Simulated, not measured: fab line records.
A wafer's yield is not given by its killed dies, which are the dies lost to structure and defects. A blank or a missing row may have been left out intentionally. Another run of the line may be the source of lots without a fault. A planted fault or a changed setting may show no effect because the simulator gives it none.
fab line records | flow nand_harc | part 1 of 2: steps 1 to 4 of 6
[record] lots = 19 | wafers = 57 | last_day = 24
route steps=1159 shown A_STAIRCASE@566
lots with no fault: from the same line, run without faults
start_h: the number of hours between the record's first day and the start of the first shown wafer of the lot | wait_h: how many hours have passed since the lot's step before this one | " repeats the value in the row above | L1.1+2: a row that stands for several wafers | - no value, or no start was given | * or withheld: withheld | < > ~ a bound
route shown NAME@n: a module of which the file shows steps, and the number in the route of the first | usual: the fault-free wafers' mean and standard deviation | same: alike in all rows | chamber/n: place in a boat | sites: readings site by site | _std_site: standard deviation across them | _edge_site: inner sites' mean taken away from outer sites' mean | radius_mm: how far each site lies from the wafer's centre | mask NAME#n: copy n | behind: the tool/chamber that last shaped the wafer | hold: reason for holding the lot/hours on hold/outcome of the hold | device: names the non-switching transistor (n, p or np) | end of line: the same wafers' tests at the end of the route | a step without rows: its recipe alone | killed: dies that structure and defects cost at the first sort, which is not the same as the wafer's yield | map: a wafer's dies, marking killed ones x, the rest . and places with no die _
set.NAME: the run value of the setting; set.NAME@STEP: its run value at that earlier step | model.NAME: the simulator's own value behind a step, which no gauge read
steps of the route over a sample of lots; a table a step, a row a wafer
services: from which hour (start_h, from the record's first day; less than 0 if before it) a tool's chamber was out of use, for how many hours, and why
[[steps]]
[step NHARC_A_STAIRCASE_STRIP_175]
[recipe] power_w = 1500 | temp_c = 250 | chemistry = O2
[usual] drypump_motor_current_A = 6.18/0.2 | heater_power_w = 327/20 | rf_refl_power_W = 24/8
lot.wafer | tool            | chamber | start_h | wait_h | drypump_motor_current_A | heater_power_w | rf_hours_counter_h | rf_refl_power_W
L074.2    | plasma_asher-02 | 0       | 243.17  | 0.1    | 6.38                    | 300            | 16                 | -
L074.5    | "               | 1       | "       | "      | 5.97                    | 334            | -                  | -
L074.6    | "               | 0       | "       | "      | 6.38                    | 300            | -                  | -
L076.2    | plasma_asher-02 | 1       | 252.65  | 0.1    | 6.00                    | 343            | 20                 | 31
L076.1    | "               | 0       | "       | "      | 6.38                    | 295            | 20                 | 23
L076.5    | "               | 0       | "       | "      | 6.40                    | 304            | -                  | 22
L077.1    | plasma_asher-01 | 1       | 252.88  | 0.1    | 6.00                    | 318            | 51                 | -
L077.4    | "               | 0       | "       | "      | 6.36                    | 364            | -                  | -
L077.3    | "               | 1       | "       | "      | 5.98                    | 319            | -                  | -
L080.3    | plasma_asher-01 | 0       | 267.51  | 0.2    | 6.37                    | 366            | -                  | -
L080.4    | "               | 1       | "       | "      | 5.97                    | 325            | -                  | -
L080.5    | "               | 0       | "       | "      | 6.37                    | 367            | -                  | -
L079.2    | plasma_asher-01 | 0       | 272.50  | 0.1    | 6.35                    | 357            | 57                 | 32
L079.6    | "               | 0       | "       | "      | 6.33                    | 362            | -                  | 34
L079.5    | "               | 1       | "       | "      | 5.97                    | 335            | -                  | 11
L081.1    | plasma_asher-01 | 0       | 293.26  | 0.9    | 6.34                    | 341            | 8                  | -
L081.4    | "               | 0       | "       | "      | 6.33                    | 341            | -                  | -
L081.5    | "               | 0       | "       | "      | 6.35                    | 341            | -                  | -
L082.2    | plasma_asher-01 | 1       | 293.83  | 0.9    | 5.98                    | 321            | 8                  | 11
L082.4    | "               | 0       | "       | "      | 6.36                    | 344            | -                  | 32
L082.3    | "               | 1       | "       | "      | 5.96                    | 309            | -                  | 10
L083.1    | plasma_asher-01 | 1       | 295.01  | 0.9    | 5.98                    | 322            | 10                 | -
L083.2    | "               | 0       | "       | "      | 6.35                    | 345            | 10                 | -
L083.6    | "               | 1       | "       | "      | 5.97                    | 310            | -                  | -
L084.2    | plasma_asher-01 | 0       | 306.82  | 1.4    | 6.36                    | 352            | 19                 | 29
L084.4    | "               | 1       | "       | "      | 5.96                    | 318            | -                  | 11
L084.5    | "               | 1       | "       | "      | 5.98                    | 320            | -                  | 11
L086.2    | plasma_asher-02 | 0       | 315.59  | 0.1    | 6.38                    | 301            | 28                 | 23
L086.6    | "               | 0       | "       | "      | 6.38                    | 303            | -                  | 25
L086.5    | "               | 1       | "       | "      | 5.98                    | 341            | -                  | 28
L087.1    | plasma_asher-02 | 1       | 318.07  | 0.1    | 6.00                    | 338            | 28                 | 31
L087.2    | "               | 0       | "       | "      | 6.39                    | 300            | 28                 | 23
L087.4    | "               | 0       | "       | "      | 6.39                    | 301            | -                  | 23
L085.1    | plasma_asher-02 | 0       | 321.76  | 0.1    | 6.39                    | 297            | 29                 | -
L085.4    | "               | 0       | "       | "      | 6.39                    | 293            | -                  | -
L085.6    | "               | 1       | "       | "      | 5.98                    | 342            | -                  | -
L089.3    | plasma_asher-01 | 1       | 330.77  | 0.2    | 5.99                    | 316            | -                  | -
L089.4    | "               | 0       | "       | "      | 6.35                    | 344            | -                  | -
L089.6    | "               | 0       | "       | "      | 6.37                    | 339            | -                  | -
L093.2    | plasma_asher-01 | 1       | 343.46  | 0.1    | 5.97                    | 323            | 32                 | 11
L093.1    | "               | 0       | "       | "      | 6.39                    | 338            | 32                 | 31
L093.6    | "               | 0       | "       | "      | 6.36                    | 341            | -                  | 31
L091.2    | plasma_asher-02 | 0       | 344.39  | 0.1    | 6.39                    | 304            | 37                 | 22
L091.3    | "               | 0       | "       | "      | 6.39                    | 297            | -                  | 23
L091.5    | "               | 0       | "       | "      | 6.40                    | 294            | -                  | 23
L092.1    | plasma_asher-02 | 0       | 350.03  | 0.1    | 6.39                    | 305            | 39                 | 24
L092.3    | "               | 1       | "       | "      | 5.98                    | 354            | -                  | 31
L092.6    | "               | 1       | "       | "      | 6.01                    | 339            | -                  | 29
L094.1    | plasma_asher-02 | 0       | 358.83  | 0.1    | 6.41                    | 297            | 43                 | 23
L094.4    | "               | 1       | "       | "      | 5.99                    | 349            | -                  | 30
L094.5    | "               | 1       | "       | "      | 6.04                    | 341            | -                  | 31
L095.2    | plasma_asher-01 | 1       | 358.85  | 0.3    | 5.96                    | 319            | 38                 | 11
L095.3    | "               | 0       | "       | "      | 6.35                    | 340            | -                  | 32
L095.6    | "               | 1       | "       | "      | 5.96                    | 315            | -                  | 11
L097.2    | plasma_asher-02 | 0       | 377.20  | 0.1    | 6.40                    | 300            | 2                  | 23
L097.1    | "               | 1       | "       | "      | 5.99                    | 351            | 2                  | 31
L097.4    | "               | 0       | "       | "      | 6.41                    | 307            | -                  | 23
[step NHARC_A_STAIRCASE_TRIM_187]
[recipe] time_s = 211.2 | o2_flow_sccm = 500 | ar_flow_sccm = 0 | bias_w = 0 | chemistry = O2
[usual] drypump_motor_current_A = 5.6/0.44 | mfc_ar_sccm = 0.010/0.011 | oes_product_au = 0.996/0.0074 | rf_vpp_V = 57.8/0.85 | showerhead_plenum_p_Torr = 3.55/0.12 | throttle_valve_pct = 17.036/0.0095
[same] bias_w = 0
lot.wafer | tool        | chamber | start_h | wait_h | drypump_motor_current_A | mfc_ar_sccm | oes_product_au | rf_hours_counter_h | rf_vpp_V | showerhead_plenum_p_Torr | throttle_valve_pct
L074.2    | rie_diel-05 | 2       | 244.79  | 0.1    | 5.7                     | 0           | 0.995          | 25                 | 56.7     | 3.52                     | 17.045
L074.5    | "           | 2       | "       | "      | 5.6                     | 0           | 0.983          | -                  | 58.6     | 3.52                     | 17.047
L074.6    | "           | 3       | "       | "      | 5.0                     | 0           | 1.000          | -                  | 57.1     | 3.63                     | 17.051
L076.1    | rie_diel-04 | 0       | 254.14  | 0.1    | 5.4                     | 0           | 0.999          | 48                 | 57.7     | 3.44                     | 17.035
L076.2    | "           | 2       | "       | "      | 5.1                     | 0.006       | 1.007          | 51                 | 58.2     | 3.56                     | 17.033
L076.5    | "           | 1       | "       | "      | 5.6                     | 0           | 1.000          | -                  | 58.3     | 3.78                     | 17.048
L077.1    | rie_diel-05 | 0       | 254.43  | 0.1    | 5.3                     | 0           | 1.001          | 30                 | 56.2     | 3.41                     | 17.059
L077.4    | "           | 1       | "       | "      | 6.5                     | 0.006       | 0.997          | 28                 | 56.9     | 3.39                     | 17.023
L077.3    | "           | 2       | "       | "      | 5.7                     | 0           | 0.986          | 28                 | 56.5     | 3.52                     | 17.037
L080.3    | rie_diel-02 | 3       | 269.19  | 0.2    | 4.9                     | 0           | 1.004          | 44                 | 57.8     | 3.50                     | 17.037
L080.4    | "           | 0       | "       | "      | 5.7                     | 0.016       | 0.988          | 41                 | 58.2     | 3.73                     | 17.025
L080.5    | "           | 1       | "       | "      | 5.8                     | 0.032       | 0.983          | -                  | 57.3     | 3.50                     | 17.048
L079.2    | rie_diel-02 | 3       | 274.00  | 0.1    | 5.0                     | 0           | 0.995          | 47                 | 57.2     | 3.50                     | 17.046
L079.6    | "           | 1       | "       | "      | 5.8                     | 0.032       | 0.982          | -                  | 57.7     | 3.50                     | 17.038
L079.5    | "           | 2       | "       | "      | 6.2                     | 0.012       | 0.993          | -                  | 59.3     | 3.69                     | 17.043
L081.1    | rie_diel-05 | 1       | 294.81  | 0.1    | 6.5                     | 0.006       | 0.993          | 40                 | 57.2     | 3.38                     | 17.031
L081.4    | "           | 3       | "       | "      | 5.0                     | 0           | 0.984          | 40                 | 58.1     | 3.62                     | 17.043
L081.5    | "           | 1       | "       | "      | 6.5                     | 0.006       | 0.987          | -                  | 56.7     | 3.38                     | 17.026
L082.3    | rie_diel-02 | 0       | 295.49  | 0.1    | 5.7                     | 0.016       | 0.997          | 51                 | 57.9     | 3.72                     | 17.040
L082.4    | "           | 1       | "       | "      | 5.8                     | 0.032       | 0.992          | 48                 | 58.2     | 3.50                     | 17.039
L082.2    | "           | 2       | "       | "      | 6.2                     | 0.012       | 0.996          | 54                 | 59.1     | 3.68                     | 17.043
L083.2    | rie_diel-02 | 0       | 296.51  | 0.1    | 5.6                     | 0.016       | 1.003          | 51                 | 59.4     | 3.72                     | 17.024
L083.1    | "           | 1       | "       | "      | 5.8                     | 0.032       | 0.985          | 49                 | 57.7     | 3.50                     | 17.031
L083.6    | "           | 0       | "       | "      | 5.7                     | 0.016       | 1.001          | -                  | 58.4     | 3.72                     | 17.037
L084.4    | rie_diel-05 | 0       | 308.25  | 0.1    | 5.3                     | 0           | 0.987          | 48                 | 58.4     | 3.40                     | 17.027
L084.2    | "           | 2       | "       | "      | 5.7                     | 0           | 0.994          | 43                 | 58.3     | 3.51                     | 17.030
L084.5    | "           | 1       | "       | "      | 6.5                     | 0.006       | 0.999          | -                  | 57.2     | 3.38                     | 17.038
L086.2    | rie_diel-05 | 0       | 317.38  | 0.1    | 5.3                     | 0           | 0.996          | 53                 | 58.4     | 3.40                     | 17.035
L086.5    | "           | 0       | "       | "      | 5.3                     | 0           | 1.000          | -                  | 57.8     | 3.40                     | 17.045
L086.6    | "           | 1       | "       | "      | 6.5                     | 0.006       | 0.996          | -                  | 57.3     | 3.38                     | 17.032
L087.1    | rie_diel-02 | 1       | 319.88  | 0.1    | 5.8                     | 0.032       | 0.999          | 59                 | 58.4     | 3.49                     | 17.036
L087.4    | "           | 2       | "       | "      | 6.2                     | 0.012       | 0.988          | 64                 | 57.5     | 3.68                     | 17.035
L087.2    | "           | 3       | "       | "      | 4.9                     | 0           | 0.999          | 64                 | 57.2     | 3.49                     | 17.037
L085.4    | rie_diel-05 | 0       | 323.32  | 0.1    | 5.3                     | 0           | 0.985          | 56                 | 57.0     | 3.40                     | 17.033
L085.1    | "           | 3       | "       | "      | 5.0                     | 0           | 0.985          | 53                 | 58.1     | 3.61                     | 17.038
L085.6    | "           | 0       | "       | "      | 5.3                     | 0           | 0.979          | -                  | 58.6     | 3.40                     | 17.031
L089.3    | rie_diel-04 | 0       | 332.26  | 0.1    | 5.4                     | 0           | 1.008          | 7                  | 57.3     | 3.42                     | 17.040
L089.4    | "           | 2       | "       | "      | 5.1                     | 0.006       | 0.999          | 8                  | 57.3     | 3.55                     | 17.031
L089.6    | "           | 0       | "       | "      | 5.4                     | 0           | 0.999          | -                  | 57.0     | 3.43                     | 17.042
L093.2    | rie_diel-04 | 0       | 345.17  | 0.1    | 5.4                     | 0           | 0.994          | 13                 | 56.9     | 3.42                     | 17.033
L093.1    | "           | 1       | "       | "      | 5.5                     | 0           | 0.984          | 13                 | 59.2     | 3.77                     | 17.024
L093.6    | "           | 3       | "       | "      | 5.8                     | 0.021       | 0.988          | -                  | 57.2     | 3.62                     | 17.038
L091.2    | rie_diel-04 | 3       | 346.94  | 0.3    | 5.8                     | 0.021       | 1.000          | 14                 | 57.1     | 3.62                     | 17.039
L091.3    | "           | 0       | "       | "      | 5.4                     | 0           | 0.999          | 14                 | 57.6     | 3.42                     | 17.053
L091.5    | "           | 3       | "       | "      | 5.8                     | 0.021       | 1.000          | -                  | 58.1     | 3.62                     | 17.047
L092.3    | rie_diel-02 | 0       | 351.60  | 0.1    | 5.7                     | 0.016       | 0.997          | 8                  | 57.2     | 3.71                     | 17.035
L092.1    | "           | 2       | "       | "      | 6.2                     | 0.012       | 1.003          | 8                  | 58.8     | 3.67                     | 17.040
L092.6    | "           | 3       | "       | "      | 4.9                     | 0           | 1.009          | -                  | 58.2     | 3.48                     | 17.058
L095.3    | rie_diel-04 | 0       | 360.42  | 0.1    | 5.4                     | 0           | 1.001          | 20                 | 58.2     | 3.42                     | 17.031
L095.2    | "           | 3       | "       | "      | 5.8                     | 0.021       | 1.004          | 21                 | 58.1     | 3.62                     | 17.034
L095.6    | "           | 3       | "       | "      | 5.8                     | 0.021       | 0.999          | -                  | 58.6     | 3.62                     | 17.023
L094.4    | rie_diel-02 | 0       | 360.64  | 0.1    | 5.6                     | 0.016       | 0.993          | 13                 | 59.6     | 3.70                     | 17.040
L094.1    | "           | 2       | "       | "      | 6.3                     | 0.012       | 1.004          | 13                 | 56.5     | 3.67                     | 17.043
L094.5    | "           | 1       | "       | "      | 5.8                     | 0.032       | 1.000          | -                  | 58.0     | 3.48                     | 17.029
L097.4    | rie_diel-02 | 0       | 378.90  | 0.1    | 5.6                     | 0.016       | 0.992          | 21                 | 59.2     | 3.70                     | 17.013
L097.2    | "           | 1       | "       | "      | 5.8                     | 0.032       | 1.001          | 20                 | 56.7     | 3.48                     | 17.026
L097.1    | "           | 2       | "       | "      | 6.2                     | 0.012       | 1.000          | 20                 | 58.6     | 3.67                     | 17.039
[step NHARC_A_STAIRCASE_TRIM_196]
[recipe] time_s = 211.2 | o2_flow_sccm = 500 | ar_flow_sccm = 0 | bias_w = 0 | chemistry = O2
[usual] drypump_motor_current_A = 5.6/0.45 | mfc_ar_sccm = 0.009/0.011 | oes_product_au = 0.998/0.0074 | rf_vpp_V = 57.8/0.86 | showerhead_plenum_p_Torr = 3.56/0.12 | throttle_valve_pct = 17.036/0.0089
[same] bias_w = 0
lot.wafer | tool        | chamber | start_h | wait_h | drypump_motor_current_A | mfc_ar_sccm | oes_product_au | rf_hours_counter_h | rf_vpp_V | showerhead_plenum_p_Torr | throttle_valve_pct
L074.2    | rie_diel-02 | 2       | 246.81  | 0.2    | 6.3                     | 0.012       | 1.000          | 37                 | 57.7     | 3.69                     | 17.034
L074.6    | "           | 1       | "       | "      | 5.9                     | 0.032       | 0.983          | -                  | 58.8     | 3.50                     | 17.047
L074.5    | "           | 2       | "       | "      | 6.2                     | 0.012       | 0.990          | -                  | 58.4     | 3.69                     | 17.038
L076.2    | rie_diel-04 | 1       | 255.26  | 0.1    | 5.5                     | 0           | 0.997          | 48                 | 59.2     | 3.78                     | 17.026
L076.1    | "           | 2       | "       | "      | 5.1                     | 0.006       | 1.001          | 51                 | 59.3     | 3.56                     | 17.044
L076.5    | "           | 1       | "       | "      | 5.6                     | 0           | 1.001          | -                  | 59.1     | 3.78                     | 17.060
L077.3    | rie_diel-05 | 2       | 256.11  | 0.1    | 5.7                     | 0           | 0.991          | 29                 | 57.7     | 3.52                     | 17.052
L077.4    | "           | 0       | "       | "      | 5.3                     | 0           | 0.985          | 31                 | 56.9     | 3.41                     | 17.032
L077.1    | "           | 1       | "       | "      | 6.5                     | 0.006       | 0.997          | 29                 | 58.3     | 3.39                     | 17.044
L080.3    | rie_diel-04 | 3       | 271.73  | 0.1    | 5.7                     | 0.021       | 1.002          | 57                 | 58.7     | 3.63                     | 17.043
L080.4    | "           | 1       | "       | "      | 5.5                     | 0           | 1.012          | 54                 | 58.7     | 3.78                     | 17.050
L080.5    | "           | 2       | "       | "      | 5.1                     | 0.006       | 0.998          | -                  | 57.5     | 3.55                     | 17.037
L079.2    | rie_diel-04 | 2       | 275.14  | 0.1    | 5.1                     | 0.006       | 1.012          | 59                 | 59.0     | 3.55                     | 17.040
L079.6    | "           | 2       | "       | "      | 5.1                     | 0.006       | 1.014          | -                  | 57.8     | 3.55                     | 17.028
L079.5    | "           | 3       | "       | "      | 5.7                     | 0.021       | 1.009          | -                  | 57.0     | 3.63                     | 17.033
L081.4    | rie_diel-05 | 2       | 296.41  | 0.1    | 5.6                     | 0           | 0.999          | 39                 | 57.1     | 3.52                     | 17.040
L081.1    | "           | 3       | "       | "      | 5.0                     | 0           | 1.001          | 40                 | 57.7     | 3.62                     | 17.043
L081.5    | "           | 1       | "       | "      | 6.5                     | 0.006       | 0.994          | -                  | 57.9     | 3.38                     | 17.028
L082.4    | rie_diel-02 | 3       | 296.76  | 0.2    | 4.9                     | 0           | 0.998          | 53                 | 58.5     | 3.50                     | 17.035
L082.3    | "           | 1       | "       | "      | 5.9                     | 0.032       | 0.993          | 49                 | 56.9     | 3.50                     | 17.063
L082.2    | "           | 2       | "       | "      | 6.2                     | 0.012       | 1.011          | 54                 | 57.4     | 3.68                     | 17.043
L083.1    | rie_diel-02 | 1       | 298.10  | 0.1    | 5.8                     | 0.032       | 0.994          | 50                 | 58.5     | 3.49                     | 17.033
L083.2    | "           | 2       | "       | "      | 6.2                     | 0.012       | 1.000          | 55                 | 57.9     | 3.68                     | 17.045
L083.6    | "           | 1       | "       | "      | 5.8                     | 0.032       | 0.999          | -                  | 57.9     | 3.49                     | 17.033
L084.4    | rie_diel-04 | 3       | 309.36  | 0.1    | 5.7                     | 0.021       | 0.993          | 5                  | 56.8     | 3.63                     | 17.029
L084.2    | "           | 0       | "       | "      | 5.4                     | 0           | 0.997          | 4                  | 55.0     | 3.43                     | 17.035
L084.5    | "           | 0       | "       | "      | 5.4                     | 0           | 1.000          | -                  | 57.3     | 3.43                     | 17.037
L086.2    | rie_diel-02 | 1       | 319.36  | 0.1    | 5.8                     | 0.032       | 0.996          | 58                 | 57.5     | 3.49                     | 17.027
L086.5    | "           | 0       | "       | "      | 5.6                     | 0.016       | 0.992          | -                  | 57.7     | 3.71                     | 17.022
L086.6    | "           | 1       | "       | "      | 5.8                     | 0.032       | 0.994          | -                  | 57.3     | 3.49                     | 17.044
L087.1    | rie_diel-02 | 3       | 321.01  | 0.1    | 4.9                     | 0           | 1.005          | 65                 | 57.6     | 3.49                     | 17.031
L087.4    | "           | 0       | "       | "      | 5.6                     | 0.016       | 0.994          | 63                 | 58.3     | 3.71                     | 17.038
L087.2    | "           | 2       | "       | "      | 6.2                     | 0.012       | 1.001          | 65                 | 58.5     | 3.68                     | 17.059
L085.1    | rie_diel-05 | 3       | 324.44  | 0.1    | 5.0                     | 0           | 0.988          | 53                 | 57.7     | 3.61                     | 17.035
L085.4    | "           | 0       | "       | "      | 5.3                     | 0           | 0.997          | 56                 | 56.8     | 3.40                     | 17.046
L085.6    | "           | 3       | "       | "      | 5.0                     | 0           | 0.988          | -                  | 57.3     | 3.61                     | 17.028
L089.3    | rie_diel-04 | 3       | 333.59  | 0.1    | 5.8                     | 0.021       | 1.005          | 8                  | 57.2     | 3.63                     | 17.031
L089.4    | "           | 0       | "       | "      | 5.4                     | 0           | 1.005          | 8                  | 57.1     | 3.42                     | 17.038
L089.6    | "           | 2       | "       | "      | 5.1                     | 0.006       | 1.003          | -                  | 58.0     | 3.54                     | 17.042
L093.2    | rie_diel-02 | 1       | 348.72  | 0.2    | 5.8                     | 0.032       | 1.003          | 6                  | 57.0     | 3.48                     | 17.025
L093.1    | "           | 2       | "       | "      | 6.2                     | 0.012       | 1.000          | 7                  | 58.3     | 3.67                     | 17.030
L093.6    | "           | 2       | "       | "      | 6.2                     | 0.012       | 1.004          | -                  | 57.6     | 3.67                     | 17.030
L091.2    | rie_diel-04 | 2       | 350.17  | 0.1    | 5.1                     | 0.006       | 1.005          | 17                 | 56.3     | 3.54                     | 17.036
L091.3    | "           | 3       | "       | "      | 5.7                     | 0.021       | 1.004          | 17                 | 58.0     | 3.62                     | 17.035
L091.5    | "           | 2       | "       | "      | 5.1                     | 0.006       | 1.003          | -                  | 58.0     | 3.54                     | 17.036
L092.3    | rie_diel-02 | 1       | 352.75  | 0.1    | 5.9                     | 0.032       | 0.997          | 8                  | 56.9     | 3.48                     | 17.024
L092.1    | "           | 2       | "       | "      | 6.2                     | 0.012       | 1.002          | 9                  | 57.8     | 3.67                     | 17.021
L092.6    | "           | 0       | "       | "      | 5.7                     | 0.016       | 0.997          | -                  | 58.1     | 3.71                     | 17.028
L095.2    | rie_diel-05 | 2       | 361.76  | 0.1    | 5.7                     | 0           | 1.001          | 4                  | 57.0     | 3.50                     | 17.032
L095.3    | "           | 0       | "       | "      | 5.3                     | 0           | 0.996          | 6                  | 57.3     | 3.39                     | 17.042
L095.6    | "           | 3       | "       | "      | 5.0                     | 0           | 0.988          | -                  | 58.3     | 3.60                     | 17.051
L094.4    | rie_diel-02 | 1       | 362.13  | 0.1    | 5.8                     | 0.032       | 1.008          | 12                 | 58.0     | 3.48                     | 17.041
L094.1    | "           | 3       | "       | "      | 4.9                     | 0           | 1.004          | 14                 | 58.2     | 3.48                     | 17.022
L094.5    | "           | 0       | "       | "      | 5.6                     | 0.016       | 0.998          | -                  | 57.6     | 3.70                     | 17.035
L097.2    | rie_diel-05 | 2       | 379.97  | 0.1    | 5.7                     | 0           | 0.989          | 10                 | 57.9     | 3.50                     | 17.035
L097.1    | "           | 3       | "       | "      | 5.0                     | 0           | 0.988          | 11                 | 58.1     | 3.60                     | 17.036
L097.4    | "           | 0       | "       | "      | 5.3                     | 0           | 0.995          | 11                 | 57.9     | 3.39                     | 17.041
[step NHARC_A_STAIRCASE_TRIM_202]
[recipe] time_s = 211.2 | o2_flow_sccm = 500 | ar_flow_sccm = 0 | bias_w = 0 | chemistry = O2
[usual] drypump_motor_current_A = 5.6/0.45 | mfc_ar_sccm = 0.009/0.011 | oes_product_au = 0.996/0.0082 | rf_vpp_V = 57.8/0.85 | showerhead_plenum_p_Torr = 3.56/0.12 | throttle_valve_pct = 17.037/0.0091
[same] bias_w = 0
lot.wafer | tool        | chamber | start_h | wait_h | drypump_motor_current_A | mfc_ar_sccm | oes_product_au | rf_hours_counter_h | rf_vpp_V | showerhead_plenum_p_Torr | throttle_valve_pct
L074.2    | rie_diel-02 | 1       | -       | -      | 5.8                     | 0.032       | 0.994          | 31                 | 58.1     | 3.50                     | 17.045
L074.5    | "           | 1       | "       | "      | 5.9                     | 0.032       | 0.996          | -                  | 58.1     | 3.50                     | 17.025
L074.6    | "           | 2       | "       | "      | 6.2                     | 0.012       | 1.008          | -                  | 58.9     | 3.69                     | 17.041
L077.3    | rie_diel-05 | 3       | -       | -      | 5.0                     | 0           | 0.984          | 31                 | 57.7     | 3.62                     | 17.045
L077.4    | "           | 1       | "       | "      | 6.5                     | 0.006       | 0.979          | 30                 | 58.2     | 3.39                     | 17.037
L077.1    | "           | 2       | "       | "      | 5.7                     | 0           | 0.981          | 29                 | 57.5     | 3.52                     | 17.043
L076.1    | rie_diel-04 | 2       | -       | -      | 5.1                     | 0.006       | 1.003          | 53                 | 57.9     | 3.55                     | 17.040
L076.2    | "           | 3       | "       | "      | 5.7                     | 0.021       | 0.984          | 52                 | 59.4     | 3.64                     | 17.031
L076.5    | "           | 2       | "       | "      | 5.1                     | 0.006       | 1.004          | -                  | 57.9     | 3.55                     | 17.040
L080.4    | rie_diel-04 | 3       | -       | -      | 5.7                     | 0.021       | 1.007          | 57                 | 57.0     | 3.63                     | 17.041
L080.3    | "           | 1       | "       | "      | 5.6                     | 0           | 0.995          | 54                 | 56.8     | 3.78                     | 17.035
L080.5    | "           | 2       | "       | "      | 5.1                     | 0.006       | 1.010          | -                  | 58.0     | 3.55                     | 17.047
L079.2    | rie_diel-04 | 1       | -       | -      | 5.6                     | 0           | 0.996          | 55                 | 58.7     | 3.78                     | 17.031
L079.6    | "           | 2       | "       | "      | 5.1                     | 0.006       | 1.016          | -                  | 59.1     | 3.55                     | 17.040
L079.5    | "           | 3       | "       | "      | 5.8                     | 0.021       | 0.992          | -                  | 57.2     | 3.63                     | 17.030
L081.4    | rie_diel-05 | 3       | -       | -      | 5.0                     | 0           | 0.999          | 41                 | 57.9     | 3.62                     | 17.022
L081.1    | "           | 0       | "       | "      | 5.3                     | 0           | 0.999          | 43                 | 57.0     | 3.41                     | 17.036
L081.5    | "           | 2       | "       | "      | 5.7                     | 0           | 0.997          | -                  | 58.0     | 3.52                     | 17.036
L082.2    | rie_diel-02 | 2       | -       | -      | 6.2                     | 0.012       | 1.006          | 55                 | 58.5     | 3.68                     | 17.042
L082.3    | "           | 3       | "       | "      | 4.9                     | 0           | 1.011          | 54                 | 58.9     | 3.50                     | 17.026
L082.4    | "           | 1       | "       | "      | 5.8                     | 0.032       | 0.992          | 49                 | 59.1     | 3.49                     | 17.034
L083.2    | rie_diel-02 | 1       | -       | -      | 5.8                     | 0.032       | 0.998          | 51                 | 56.5     | 3.49                     | 17.030
L083.1    | "           | 2       | "       | "      | 6.3                     | 0.012       | 1.012          | 56                 | 57.5     | 3.68                     | 17.013
L083.6    | "           | 0       | "       | "      | 5.7                     | 0.016       | 1.008          | -                  | 57.5     | 3.72                     | 17.040
L084.2    | rie_diel-04 | 1       | -       | -      | 5.6                     | 0           | 1.003          | 4                  | 58.4     | 3.77                     | 17.056
L084.4    | "           | 2       | "       | "      | 5.1                     | 0.006       | 1.010          | 5                  | 57.7     | 3.55                     | 17.021
L084.5    | "           | 2       | "       | "      | 5.1                     | 0.006       | 1.005          | -                  | 57.0     | 3.55                     | 17.033
L086.2    | rie_diel-02 | 3       | -       | -      | 4.9                     | 0           | 1.009          | 64                 | 57.7     | 3.49                     | 17.034
L086.5    | "           | 0       | "       | "      | 5.7                     | 0.016       | 0.999          | -                  | 57.6     | 3.71                     | 17.028
L086.6    | "           | 1       | "       | "      | 5.8                     | 0.032       | 0.993          | -                  | 59.5     | 3.49                     | 17.057
L087.4    | rie_diel-02 | 1       | -       | -      | 5.9                     | 0.032       | 0.995          | 60                 | 57.7     | 3.49                     | 17.036
L087.2    | "           | 3       | "       | "      | 5.0                     | 0           | 1.015          | 65                 | 56.8     | 3.49                     | 17.033
L087.1    | "           | 0       | "       | "      | 5.7                     | 0.016       | 0.995          | 63                 | 57.8     | 3.71                     | 17.022
L085.4    | rie_diel-05 | 1       | -       | -      | 6.5                     | 0.006       | 0.994          | 54                 | 56.6     | 3.37                     | 17.028
L085.1    | "           | 2       | "       | "      | 5.7                     | 0           | 0.992          | 51                 | 57.6     | 3.51                     | 17.046
L085.6    | "           | 1       | "       | "      | 6.5                     | 0.006       | 0.983          | -                  | 57.7     | 3.37                     | 17.027
L089.3    | rie_diel-04 | 2       | -       | -      | 5.1                     | 0.006       | 1.005          | 9                  | 58.0     | 3.54                     | 17.050
L089.4    | "           | 3       | "       | "      | 5.7                     | 0.021       | 0.988          | 8                  | 58.3     | 3.63                     | 17.051
L089.6    | "           | 3       | "       | "      | 5.8                     | 0.021       | 1.001          | -                  | 58.7     | 3.63                     | 17.035
L093.2    | rie_diel-02 | 0       | -       | -      | 5.7                     | 0.016       | 0.993          | 7                  | 59.2     | 3.71                     | 17.029
L093.1    | "           | 1       | "       | "      | 5.8                     | 0.032       | 1.001          | 7                  | 57.9     | 3.48                     | 17.034
L093.6    | "           | 0       | "       | "      | 5.7                     | 0.016       | 1.003          | -                  | 58.0     | 3.71                     | 17.037
L091.2    | rie_diel-04 | 2       | -       | -      | 5.1                     | 0.006       | 1.002          | 18                 | 55.3     | 3.54                     | 17.056
L091.3    | "           | 0       | "       | "      | 5.4                     | 0           | 0.990          | 16                 | 57.3     | 3.42                     | 17.038
L091.5    | "           | 3       | "       | "      | 5.7                     | 0.021       | 0.997          | -                  | 58.0     | 3.62                     | 17.050
L092.1    | rie_diel-02 | 1       | -       | -      | 5.8                     | 0.032       | 0.996          | 9                  | 56.7     | 3.48                     | 17.038
L092.3    | "           | 2       | "       | "      | 6.2                     | 0.012       | 1.003          | 9                  | 58.6     | 3.67                     | 17.042
L092.6    | "           | 0       | "       | "      | 5.7                     | 0.016       | 0.987          | -                  | 58.5     | 3.71                     | 17.058
L095.2    | rie_diel-05 | 1       | -       | -      | 6.5                     | 0.006       | 0.995          | 6                  | 56.4     | 3.37                     | 17.039
L095.3    | "           | 3       | "       | "      | 5.1                     | 0           | 0.990          | 6                  | 59.7     | 3.60                     | 17.045
L095.6    | "           | 1       | "       | "      | 6.5                     | 0.006       | 0.996          | -                  | 57.1     | 3.37                     | 17.037
L094.4    | rie_diel-02 | 1       | -       | -      | 5.8                     | 0.032       | 1.007          | 13                 | 58.0     | 3.48                     | 17.034
L094.1    | "           | 2       | "       | "      | 6.2                     | 0.012       | 0.987          | 14                 | 58.7     | 3.67                     | 17.042
L094.5    | "           | 3       | "       | "      | 4.9                     | 0           | 0.996          | -                  | 57.9     | 3.48                     | 17.018
L097.2    | rie_diel-05 | 3       | -       | -      | 5.0                     | 0           | 0.986          | 11                 | 58.0     | 3.60                     | 17.044
L097.4    | "           | 1       | "       | "      | 6.5                     | 0.006       | 0.990          | 13                 | 56.5     | 3.36                     | 17.023
L097.1    | "           | 2       | "       | "      | 5.7                     | 0           | 0.979          | 11                 | 58.5     | 3.50                     | 17.044
